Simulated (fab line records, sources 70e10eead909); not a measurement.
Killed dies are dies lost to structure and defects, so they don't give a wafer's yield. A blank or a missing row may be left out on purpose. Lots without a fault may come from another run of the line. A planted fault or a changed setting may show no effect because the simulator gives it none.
Chamber matching | flow nand_harc | NHARC_THIN_TSV_DEP_47 on pecvd-03: 3 sister chambers
The step deposits SiO2, target thk 200 nm. 14 wafers are shown with their chamber, then 6 later ones without.

WAFERS WITH THEIR CHAMBER
wafer  | chamber | throttle_valve_pct (%)
L741.1 | 0       | 16.0
L741.2 | 1       | 15.9
L741.3 | 2       | 16.0
L744.2 | 0       | 16.0
L744.4 | 2       | 16.1
L744.5 | 0       | 15.8
L748.3 | 0       | 15.9
L748.4 | 0       | 16.1
L748.6 | 1       | 15.9
L747.1 | 2       | 16.1
L747.2 | 0       | 15.9
L747.5 | 2       | 16.2
L752.1 | 1       | 16.1
L752.4 | 0       | 15.9

SIGNATURES (means of the wafers above)
reading            | chamber 0 | chamber 1 | chamber 2 | scatter within a chamber
throttle_valve_pct | 15.943    | 15.967    | 16.100    | 0.0971
Rule: a wafer's distance from a chamber is the root of the sum, over the readings, of the square of ((its reading less the chamber's mean) divided by the reading's scatter). The wafer belongs to the nearest chamber; if the next one is less than 2 further off, it can't be placed. The scatter: the root of (the sum of the squares of (reading less its chamber's mean) over the shown wafers, divided by (wafers less chambers)).

WAFERS WITHOUT THEIR CHAMBER
wafer  | throttle_valve_pct (%)
L752.6 | 16.2
L757.1 | 16.1
L757.5 | 16.4
L760.1 | 15.8
L760.2 | 16.6
L760.4 | 16.0

WHICH CHAMBER EACH WENT THROUGH
wafer  | from the rows above          | in truth
L752.6 | can't be placed: 2 or 1 or 0 | 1
L757.1 | can't be placed: 2 or 1 or 0 | 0
L757.5 | can't be placed: 2 or 1 or 0 | 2
L760.1 | can't be placed: 0 or 1 or 2 | 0
L760.2 | can't be placed: 2 or 1 or 0 | 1
L760.4 | can't be placed: 1 or 0 or 2 | 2
Placed correctly: 0 of 6. Can't be placed from these rows: 6 (the true chamber is among the candidates in 6). Placed wrongly: 0.
